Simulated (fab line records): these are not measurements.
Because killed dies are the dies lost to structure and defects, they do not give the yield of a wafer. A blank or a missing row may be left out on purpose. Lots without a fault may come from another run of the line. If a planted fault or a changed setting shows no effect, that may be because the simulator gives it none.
fab line records	flow n5Finfet
record: lots: 10	wafers: 29	lastDay: 19
route steps=1938 shown BEOL_M3@982 MIM_BOT_LITHO@1865 PASSIVATION@1910
lots with no fault: from the same line, run without faults
startH: the number of hours between the record's first day and the start of the first shown wafer of the lot	waitH: time in hours since the lot's previous step	" as in the row above	L1.1+2: one row covering several wafers at once	- either no value or no given start	* or withheld: withheld	< > ~ a bound
route shown NAME@n: NAME is a module with steps in the file, n the number in the route of the first one	usual: mean/standard deviation taken from wafers without a fault	same: alike in all rows	chamber/n: place in a boat	sites: per-site readings	_std_site: the values' standard deviation	_edge_site: inner sites' mean taken away from outer sites' mean	radiusMm: how far each site lies from the wafer's centre	mask NAME#n: copy n	behind: the tool/chamber that last shaped the wafer	hold: what put the lot on hold/how long, in hours/how the hold closed	device: whichever transistor did not switch (one of n, p or np)	end of line: tests run on the same wafers once the route is complete	step lacking rows: just its recipe	killed: count of dies lost to structure and defects at first sort (not the wafer's yield)	map: per-die view of a wafer (x killed, . not killed, _ where there is no die)
set.NAME: the setting that was run; set.NAME@STEP: the one run at that earlier step	model.NAME: the simulator's own value behind a step, which no gauge read
one table for each step of the route and one row for each wafer, over a sample of lots
services: the hour from which a tool's chamber was out of use, counted from the record's first day as startH (under 0 if before that day), plus the number of hours and why
== steps ==
step: N5_BEOL_M3_STRIP_97
recipe: chemistry: N2/H2	timeS: 10	powerW: 450	tempC: 40	pressureMtorr: 20	rfFrequencyHz: 6e+07	biasPowerW: 7	n2FlowSccm: 200	h2FlowSccm: 200
usual: drypumpMotorCurrentA: 6.1/0.46	oesProductAu: 0.76/0.088	rfVppV: 59.0/0.94	showerheadPlenumPTorr: 2.50/0.11	throttleValvePct: 23.8/0.33
lot.wafer	tool	chamber	startH	waitH	drypumpMotorCurrentA	oesProductAu	rfHoursCounterH	rfVppV	showerheadPlenumPTorr	throttleValvePct
L181.3	rieDiel-02	0	176.17	-	6.7	0.97	5	60.0	2.69	23.2
L181.4	"	2	"	"	6.7	0.77	117	58.5	2.35	23.7
L181.6	"	2	"	"	6.6	0.77	-	56.6	2.35	23.7
L179.1	rieDiel-01	2	178.71	-	5.5	0.79	103	57.6	2.57	23.7
L179.4	"	0	"	"	5.9	0.75	194	59.3	2.52	24.1
L179.6	"	3	"	"	6.3	0.70	-	58.7	2.51	23.9
L180.2	rieDiel-02	1	184.52	-	5.5	0.76	155	60.2	2.64	23.6
L180.4	"	3	"	"	6.2	0.71	169	59.7	2.42	24.3
L180.6	"	2	"	"	6.6	0.77	-	58.6	2.35	23.7
L183.1	rieDiel-06	0	184.76	-	6.0	0.68	249	59.4	2.49	23.4
L183.3	"	2	"	"	5.6	0.73	164	58.8	2.64	23.8
L182.4	rieDiel-02	3	185.49	-	6.2	0.71	170	58.9	2.42	24.3
L182.5	"	2	"	"	6.6	0.77	-	57.4	2.35	23.7
L182.6	"	1	"	"	5.6	0.75	-	59.5	2.64	23.6
L184.2	rieDiel-06	2	192.63	-	5.6	0.73	166	59.6	2.63	23.8
L184.5	"	2	"	"	5.6	0.72	-	60.5	2.63	23.8
L184.6	"	3	"	"	6.7	0.71	-	56.7	2.41	23.9
L187.1	rieDiel-02	2	207.92	-	6.7	0.76	128	57.9	2.35	23.7
L187.3	"	0	"	"	6.7	0.95	14	60.9	2.69	23.3
L187.4	"	3	"	"	6.2	0.70	177	57.8	2.42	24.3
L193.1	rieDiel-02	3	259.46	-	6.2	0.70	190	57.0	2.42	24.3
L193.3	"	2	"	"	6.6	0.76	143	58.4	2.34	23.8
L193.4	"	0	"	"	6.7	0.90	29	59.1	2.68	23.3
L192.2	rieDiel-02	0	260.64	-	6.8	0.90	29	60.3	2.68	23.3
L192.4	"	1	"	"	5.5	0.73	179	59.2	2.63	23.6
L192.6	"	0	"	"	6.7	0.90	-	60.1	2.68	23.3
L202.1	rieDiel-01	3	318.41	-	6.3	1.00	9	60.1	2.50	23.4
L202.3	"	2	"	"	5.5	0.74	148	58.6	2.55	23.8
L202.5	"	0	"	"	5.9	0.71	-	58.9	2.50	24.2
step: N5_MIM_BOT_LITHO_DESCUM_10
recipe: chemistry: O2	timeS: 7.9	sourcePowerW: 50	biasPowerW: 20	pressureMtorr: 20	rfFrequencyHz: 2.712e+07	tempC: 40	o2FlowSccm: 225
usual: drypumpMotorCurrentA: 5.7/0.62	o2FlowSccm: 224.9/0.63	oesProductAu: 0.80/0.077	rfVppV: 243.3/1.4	showerheadPlenumPTorr: 2.10/0.067	throttleValvePct: 20.39/0.26
lot.wafer	tool	chamber	startH	waitH	drypumpMotorCurrentA	o2FlowSccm	oesProductAu	rfHoursCounterH	rfVppV	showerheadPlenumPTorr	throttleValvePct
L180.2	rieDiel-04	2	295.80	0.0	4.9	224.4	0.91	25	243.7	2.22	20.19
L180.4	"	3	"	"	6.2	224.5	0.72	217	244.2	2.16	20.72
L180.6	"	0	"	"	6.2	224.4	0.70	-	244.0	2.07	20.84
L179.1	rieDiel-03	3	300.88	0.2	5.1	225.3	0.82	72	242.0	2.02	20.17
L179.4	"	1	"	"	4.7	225.2	0.81	100	241.6	2.00	20.53
L179.6	"	0	"	"	5.7	225.0	0.87	-	245.8	2.22	20.38
L181.3	rieDiel-04	2	304.85	0.0	4.9	225.0	0.91	28	245.3	2.22	20.17
L181.4	"	1	"	"	6.3	224.3	0.84	55	243.7	2.11	19.97
L181.6	"	2	"	"	4.9	225.6	0.91	-	245.9	2.22	20.19
L182.4	rieDiel-04	1	308.65	0.1	6.3	224.2	0.84	56	243.7	2.11	19.98
L182.5	"	1	"	"	6.2	224.3	0.84	-	242.4	2.11	19.96
L182.6	"	0	"	"	6.2	224.8	0.70	-	243.5	2.07	20.84
L183.1	rieDiel-03	3	310.77	0.1	5.1	225.4	0.81	76	242.9	2.02	20.16
L183.3	"	1	"	"	4.7	224.8	0.80	105	241.5	2.00	20.53
L184.2	rieDiel-04	1	324.71	0.1	6.3	224.9	0.83	61	243.0	2.11	19.98
L184.5	"	3	"	"	6.2	225.4	0.72	-	243.8	2.16	20.75
L184.6	"	0	"	"	6.1	225.2	0.69	-	242.7	2.07	20.86
L187.1	rieDiel-05	0	333.00	0.0	5.1	225.8	0.81	97	242.5	2.10	20.17
L187.3	"	1	"	"	5.5	225.3	0.69	238	243.6	2.13	20.62
L187.4	"	2	"	"	6.6	224.6	0.79	106	243.1	2.10	20.25
L193.1	rieDiel-04	0	387.65	0.5	6.2	225.9	0.97	6	242.1	2.06	20.43
L193.3	"	2	"	"	4.9	225.5	0.87	57	246.4	2.21	20.22
L193.4	"	2	"	"	4.9	224.5	0.87	-	245.1	2.21	20.23
L192.2	rieDiel-05	0	388.41	0.0	5.1	225.0	0.78	119	242.7	2.09	20.22
L192.4	"	0	"	"	5.1	225.4	0.78	-	243.3	2.09	20.22
L192.6	"	2	"	"	6.6	225.1	0.77	-	243.4	2.09	20.28
L202.1	rieDiel-05	1	450.47	0.5	5.5	224.6	0.92	23	244.0	2.11	20.34
L202.3	"	0	"	"	5.1	224.1	0.76	141	244.9	2.08	20.25
L202.5	"	1	"	"	5.5	225.4	0.92	-	242.0	2.11	20.34
step: N5_PASSIVATION_ETCH_59
recipe: chemistry: Cl2/BCl3	target: TaN	targetDepthA: 650	timeS: 34.9	ionEnergyEv: 100	pressureMtorr: 10	icpW: 900	biasW: 100	Cl2_flow_sccm: 60	bcl3FlowSccm: 30
usual: biasW: 100.0/0.34	drypumpMotorCurrentA: 5.7/0.52	oesProductAu: 0.82/0.068	throttleValvePct: 21.01/0.16
lot.wafer	tool	chamber	startH	waitH	biasW	drypumpMotorCurrentA	oesProductAu	rfHoursCounterH	throttleValvePct
L180.2	rieMetal-02	1	299.77	0.3	99.9	5.9	0.84	34	20.75
L180.4	"	0	"	"	100.1	5.0	0.86	-	20.91
L180.6	"	1	"	"	100.3	5.9	0.83	-	20.74
L179.1	rieMetal-02	0	304.72	0.3	99.8	5.0	0.85	21	20.92
L179.4	"	0	"	"	99.5	5.0	0.86	-	20.89
L179.6	"	1	"	"	99.9	5.9	0.82	-	20.78
L181.3	rieMetal-02	0	308.88	0.2	99.7	5.0	0.83	-	20.93
L181.4	"	1	"	"	100.0	5.9	0.81	-	20.81
L181.6	"	0	"	"	99.6	5.0	0.85	-	20.92
L182.4	rieMetal-02	0	313.27	0.2	100.1	5.0	0.84	-	20.92
L182.5	"	1	"	"	99.3	5.9	0.82	-	20.80
L182.6	"	0	"	"	100.2	5.0	0.84	-	20.92
L183.1	rieMetal-03	1	314.88	0.3	100.3	5.3	0.93	6	21.03
L183.3	"	1	"	"	100.2	5.3	0.93	-	21.02
L184.2	rieMetal-03	0	328.14	0.3	100.2	5.5	0.78	40	21.07
L184.5	"	1	"	"	100.2	5.3	0.92	-	21.02
L184.6	"	0	"	"	100.0	5.4	0.78	-	21.05
L187.1	rieMetal-03	1	342.35	0.3	100.2	5.2	0.90	9	21.02
L187.3	"	0	"	"	100.1	5.4	0.77	-	21.07
L187.4	"	1	"	"	100.7	5.2	0.91	-	21.03
L193.1	rieMetal-01	1	393.48	0.4	100.1	6.0	0.67	93	21.36
L193.3	"	0	"	"	100.0	6.5	0.86	-	20.98
L193.4	"	1	"	"	100.0	6.0	0.68	-	21.37
L192.2	rieMetal-01	1	394.69	0.4	100.1	6.0	0.68	94	21.36
L192.4	"	1	"	"	100.5	6.0	0.68	-	21.35
L192.6	"	1	"	"	100.2	6.0	0.68	-	21.37
L202.1	rieMetal-01	0	456.51	0.3	99.5	6.5	0.83	22	20.97
L202.3	"	1	"	"	99.9	6.0	0.94	-	21.36
L202.5	"	1	"	"	99.8	6.0	0.94	-	21.34
step: N5_PASSIVATION_STRIP_34
recipe: chemistry: O2	powerW: 600	tempC: 60	pressureMtorr: 30	rfFrequencyHz: 6e+07	biasPowerW: 0	overashFraction: 2	o2FlowSccm: 225
usual: drypumpMotorCurrentA: 5.7/0.6	o2FlowSccm: 225.1/0.71	oesProductAu: 0.81/0.073	rfVppV: 3.9/1.7	showerheadPlenumPTorr: 2.10/0.066	throttleValvePct: 16.62/0.24
lot.wafer	tool	chamber	startH	waitH	drypumpMotorCurrentA	o2FlowSccm	oesProductAu	rfHoursCounterH	rfVppV	showerheadPlenumPTorr	throttleValvePct
L180.2	rieDiel-05	0	299.89	0.1	5.1	225.0	0.83	84	6.8	2.11	16.36
L180.4	"	3	"	"	5.7	225.0	0.79	96	3.5	2.04	16.56
L180.6	"	0	"	"	5.1	226.0	0.82	-	8.0	2.11	16.48
L179.1	rieDiel-03	3	304.83	0.1	5.1	224.7	0.80	73	4.7	2.03	16.44
L179.4	"	1	"	"	4.7	225.2	0.84	102	2.4	2.01	16.74
L179.6	"	3	"	"	5.1	225.8	0.81	-	2.0	2.03	16.42
L181.3	rieDiel-03	3	309.07	0.2	5.1	224.4	0.83	75	2.9	2.03	16.43
L181.4	"	2	"	"	5.0	225.1	0.78	105	3.4	2.05	16.86
L181.6	"	0	"	"	5.7	225.3	0.87	-	2.5	2.22	16.69
L182.4	rieDiel-04	2	313.35	0.1	4.9	225.6	0.92	31	1.2	2.22	16.41
L182.5	"	1	"	"	6.3	223.7	0.85	-	3.3	2.12	16.22
L182.6	"	2	"	"	4.9	225.4	0.92	-	4.0	2.22	16.34
L183.1	rieDiel-03	2	314.99	0.1	5.1	225.9	0.79	108	4.8	2.04	16.84
L183.3	"	0	"	"	5.7	224.9	0.85	53	2.0	2.22	16.62
L184.2	rieDiel-04	3	328.25	0.1	6.2	225.5	0.71	228	1.1	2.16	17.01
L184.5	"	3	"	"	6.2	224.5	0.71	-	8.3	2.16	17.01
L184.6	"	0	"	"	6.2	225.4	0.68	-	4.1	2.07	17.12
L187.1	rieDiel-05	1	342.53	0.1	5.5	225.0	0.69	241	4.6	2.13	16.92
L187.3	"	2	"	"	6.6	225.4	0.78	109	3.2	2.10	16.49
L187.4	"	0	"	"	5.1	223.8	0.81	100	2.6	2.10	16.42
L193.1	rieDiel-03	1	393.64	0.1	4.7	225.2	0.77	134	5.6	2.00	16.86
L193.3	"	2	"	"	5.1	224.8	0.77	135	4.2	2.04	16.85
L193.4	"	3	"	"	5.1	225.2	0.78	97	1.2	2.02	16.49
L192.2	rieDiel-05	0	394.84	0.1	5.1	225.8	0.77	121	6.0	2.10	16.53
L192.4	"	1	"	"	5.5	225.5	0.99	1	3.7	2.12	16.50
L192.6	"	0	"	"	5.1	226.4	0.80	-	5.0	2.09	16.53
L202.1	rieDiel-04	3	456.88	0.3	6.2	224.5	0.89	19	4.1	2.15	16.62
L202.3	"	1	"	"	6.3	223.9	0.79	111	3.1	2.10	16.34
L202.5	"	0	"	"	6.1	224.7	0.89	-	3.0	2.06	16.74
step: N5_PASSIVATION_PROBE_49
usual: defectLimitedYield: 91.3/1.3	killed_at_M0_to_M3: 34/9.1	killed_at_M4_up: 14/5.6	killedAtContacts: 13/5.9	killedAtFrontEnd: 39/11	killedAtOther: 3.6/3	killedDies: 102/16	killedOnRim: 13/4	killedOpen: 68/12	killedShort: 33/7.3	sort_bin_5_function: 5.2/0.89	sort_bin_6_memory: 3.2/0.68	sort_bin_8_speed: 0.00/0.027	sortNPass: 1078/16	sortYieldPct: 91.3/1.3
same: grossDies: 1180	killedAtBackSide: 0	sort_bin_4_leakage[%]: 0
lot.wafer	tool	chamber	startH	waitH	defectLimitedYield[%]	killed_at_M0_to_M3	killed_at_M4_up	killedAtContacts	killedAtFrontEnd	killedAtOther	killedDies	killedOnRim	killedOpen	killedShort	sort_bin_5_function[%]	sort_bin_6_memory[%]	sort_bin_8_speed[%]	sortNPass	sortYieldPct[%]
L184.2	prober-01	-	332.52	0.1	92.5	28	13	4	41	3	89	14	59	30	5.3	1.9	0	1091	92.5
L184.5	prober-01	-	332.67	0.2	90.5	34	24	1	44	9	112	18	72	37	4.9	4.3	0	1068	90.5
L184.6	prober-01	-	332.72	0.3	92.5	25	15	6	41	1	88	17	63	23	4.4	2.7	0	1092	92.5
L187.1	prober-01	-	347.27	0.0	89.6	43	13	5	54	8	123	14	87	36	7.2	3.1	0	1057	89.6
L187.3	prober-01	-	347.37	0.1	90.0	58	13	10	30	7	118	19	79	39	5.8	4.1	0	1062	90.0
L187.4	prober-01	-	347.42	0.2	91.8	46	13	9	26	3	97	16	60	37	4.3	3.8	0	1083	91.8
L193.1	prober-01	-	397.93	0.0	84.4	132	20	4	27	1	184	35	66	37	9.2	4.1	0	996	84.4
L193.3	prober-01	-	398.03	0.1	81.4	162	15	14	29	0	220	29	81	30	11.7	4.7	0	960	81.4
L193.4	prober-01	-	398.08	0.2	86.3	97	17	11	28	9	162	32	75	28	8.7	3.5	0	1018	86.3
L192.2	prober-02	-	399.18	0.1	85.8	98	6	18	35	11	168	37	74	34	8.8	4.0	0	1012	85.8
L192.4	prober-02	-	399.28	0.2	88.6	81	7	11	32	4	135	25	42	30	6.0	3.3	0	1045	88.6
L192.6	prober-02	-	399.38	0.3	86.8	104	17	11	20	4	156	26	56	34	7.8	3.6	0	1024	86.8
L202.1	prober-02	-	462.47	0.0	91.9	22	8	19	45	2	96	14	48	41	4.7	2.5	0	1084	91.9
L202.3	prober-02	-	462.57	0.1	94.3	24	6	9	27	1	67	18	40	24	3.4	2.0	0	1113	94.3
L202.5	prober-02	-	462.67	0.2	92.4	35	14	15	26	0	90	13	65	21	4.6	3.1	0	1090	92.4
killed by level:class
L184.2 BEOL_M0_SAQP:geometricParticle:short=8 FIN_SAQP:geometricParticle:open=7 STI_FIN_REVEAL:geometricParticle:open=7 BEOL_M0_SAQP:geometricParticle:open=6 STARTING-WAFER:geometricParticle:open=5 ILD0:geometricParticle:open=4 BEOL_M2:geometricParticle:open=4 MOL_CONTACT_COAG:geometricParticle:open=4
L184.5 STI_FIN_REVEAL:geometricParticle:open=12 BEOL_M2:geometricParticle:open=7 BEOL_M1:geometricParticle:open=7 BEOL_M4:geometricParticle:open=7 BEOL_M6:geometricParticle:open=6 STI_FIN_REVEAL:geometricParticle:short=5 FIN_SAQP:geometricParticle:short=4 BEOL_M3:geometricParticle:open=4
L184.6 FIN_SAQP:geometricParticle:open=10 STI_FIN_REVEAL:geometricParticle:open=8 BEOL_M1:geometricParticle:open=7 BEOL_M4:geometricParticle:open=7 FIN_SAQP:geometricParticle:short=5 BEOL_M5:geometricParticle:open=5 BEOL_M2:geometricParticle:open=5 MOL_CONTACT_COAG:geometricParticle:open=4
L187.1 FIN_SAQP:geometricParticle:open=15 FIN_SAQP:geometricParticle:short=15 BEOL_M2:geometricParticle:open=13 BEOL_M3:geometricParticle:open=9 DUMMY_GATE:geometricParticle:open=7 BEOL_M0_SAQP:geometricParticle:open=7 BEOL_M4:geometricParticle:open=6 MOL_CONTACT_COAG:geometricParticle:open=5
L187.3 BEOL_M0_SAQP:geometricParticle:short=14 BEOL_M1:geometricParticle:open=13 BEOL_M0_SAQP:geometricParticle:open=10 MOL_CONTACT_COAG:geometricParticle:open=8 STI_FIN_REVEAL:geometricParticle:open=7 BEOL_M3:geometricParticle:open=7 BEOL_M4:geometricParticle:open=5 BEOL_M2:geometricParticle:open=5
L187.4 FIN_SAQP:geometricParticle:open=8 BEOL_M1:geometricParticle:open=8 BEOL_M0_SAQP:geometricParticle:open=8 BEOL_M0_SAQP:geometricParticle:short=8 BEOL_M2:geometricParticle:open=7 MOL_CONTACT_COAG:geometricParticle:open=6 BEOL_M0:geometricParticle:short=5 BEOL_M1:geometricParticle:short=4
L193.1 BEOL_M3:unspecified=80 BEOL_M0_SAQP:geometricParticle:open=16 BEOL_M0_SAQP:geometricParticle:short=14 BEOL_M4:geometricParticle:open=12 FIN_SAQP:geometricParticle:short=6 BEOL_M2:geometricParticle:open=6 FIN_SAQP:geometricParticle:open=5 BEOL_M1:geometricParticle:open=4
L193.3 BEOL_M3:unspecified=108 BEOL_M0_SAQP:geometricParticle:open=22 MOL_CONTACT_COAG:geometricParticle:open=11 BEOL_M2:geometricParticle:open=11 BEOL_M4:geometricParticle:open=9 STI_FIN_REVEAL:geometricParticle:open=7 BEOL_M0_SAQP:geometricParticle:short=7 BEOL_M3:geometricParticle:open=6
L193.4 BEOL_M3:unspecified=56 BEOL_M0_SAQP:geometricParticle:open=13 MOL_CONTACT_COAG:geometricParticle:open=11 BEOL_M4:geometricParticle:open=10 BEOL_M2:geometricParticle:open=8 BEOL_M3:geometricParticle:open=6 STI_FIN_REVEAL:geometricParticle:open=4 BEOL_M0_SAQP:geometricParticle:short=4
L192.2 BEOL_M3:unspecified=59 MOL_CONTACT_COAG:geometricParticle:open=15 BEOL_M0_SAQP:geometricParticle:open=11 BEOL_M0_SAQP:geometricParticle:short=10 BEOL_M2:geometricParticle:open=9 STARTING-WAFER:geometricParticle:open=7 FIN_SAQP:geometricParticle:open=5 FIN_SAQP:geometricParticle:short=4
L192.4 BEOL_M3:unspecified=58 MOL_CONTACT_COAG:geometricParticle:open=9 FIN_SAQP:geometricParticle:short=6 HKMG_FIN:areaEtch=5 BEOL_M0_SAQP:geometricParticle:short=4 BEOL_M0_SAQP:geometricParticle:open=4 BEOL_M1:geometricParticle:open=4 BEOL_M3:geometricParticle:open=4
L192.6 BEOL_M3:unspecified=64 BEOL_M0_SAQP:geometricParticle:short=16 MOL_CONTACT_COAG:geometricParticle:open=10 BEOL_M0_SAQP:geometricParticle:open=9 FIN_SAQP:geometricParticle:open=6 BEOL_M1:geometricParticle:open=4 BEOL_M6:geometricParticle:open=4 DUMMY_GATE:geometricParticle:open=3
L202.1 FIN_SAQP:geometricParticle:short=13 MOL_CONTACT_COAG:geometricParticle:open=13 BEOL_M3:geometricParticle:open=10 FIN_SAQP:geometricParticle:open=7 MOL_CONTACT_COAG:geometricParticle:short=6 HKMG_FIN:areaEtch=5 BEOL_M2:geometricParticle:short=4 DUMMY_GATE:geometricParticle:open=3
L202.3 BEOL_M3:geometricParticle:open=12 STI_FIN_REVEAL:geometricParticle:open=5 MOL_CONTACT_COAG:geometricParticle:open=5 DUMMY_GATE:geometricParticle:open=4 MOL_CONTACT_COAG:geometricParticle:short=4 ILD0:geometricParticle:short=3 BEOL_M3:geometricParticle:short=3 STARTING-WAFER:geometricParticle:short=3
L202.5 MOL_CONTACT_COAG:geometricParticle:open=12 BEOL_M3:geometricParticle:open=10 BEOL_M2:geometricParticle:open=7 STI_FIN_REVEAL:geometricParticle:open=6 BEOL_M0_SAQP:geometricParticle:short=6 DUMMY_GATE:geometricParticle:open=5 BEOL_M0_SAQP:geometricParticle:open=4 BEOL_M6:geometricParticle:open=4
== services ==
tool	chamber	startH	hours	kind
rieDiel-01	-	153.03	1.0	repair
rieMetal-02	-	158.80	1.4	pm
rieMetal-03	0	188.53	8.7	repair
rieDiel-02	0	199.21	4.1	repair
rieDiel-04	2	224.75	4.2	repair
rieDiel-04	1	232.41	6.1	repair
rieDiel-02	3	237.17	2.9	repair
rieMetal-03	-	242.71	14.6	pm
rieMetal-03	-	258.27	1.3	repair
rieDiel-04	0	267.86	1.3	repair
rieMetal-02	-	284.96	0.4	repair
rieMetal-03	-	307.27	2.8	pm
rieDiel-03	-	317.11	0.4	repair
rieDiel-01	1	329.54	2.5	repair
rieDiel-03	-	340.17	4.3	pm
rieDiel-01	-	345.20	2.8	pm
rieMetal-01	-	368.34	4.3	pm
rieMetal-03	0	384.87	8.1	repair
rieDiel-04	-	386.34	1.0	repair
rieDiel-01	0	408.56	21.0	repair
rieMetal-02	-	420.48	4.3	pm
rieDiel-02	-	436.50	2.0	repair
rieDiel-03	-	442.74	15.6	pm
rieDiel-01	-	455.50	0.3	repair
== key ==
firstSign: step: N5_PASSIVATION_PROBE_49	reading: killed_at_M0_to_M3	direction: up	sigmas: 8.7	usual: 34	struck: 112
effect: step: N5_PASSIVATION_PROBE_49	reading: defectLimitedYield	direction: down	sigmas: 4.4	usual: 91.3	struck: 85.5
moreKillsBornAt: N5_BEOL_M3_STRIP_97@rieDiel-02: 425
metAt N5_BEOL_M3_STRIP_97
struckLots L192,L193
notActingAt N5_MIM_BOT_LITHO_DESCUM_10,N5_PASSIVATION_ETCH_59,N5_PASSIVATION_STRIP_34
onsetBetween 207.92 259.46
fault: kind: chamberParticleSource	tool: rieDiel-02	chamber: -	onsetH: 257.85	steps: N5_BEOL_M3_STRIP_97	ratePerVisitCm2: 0.80734	endH: 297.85
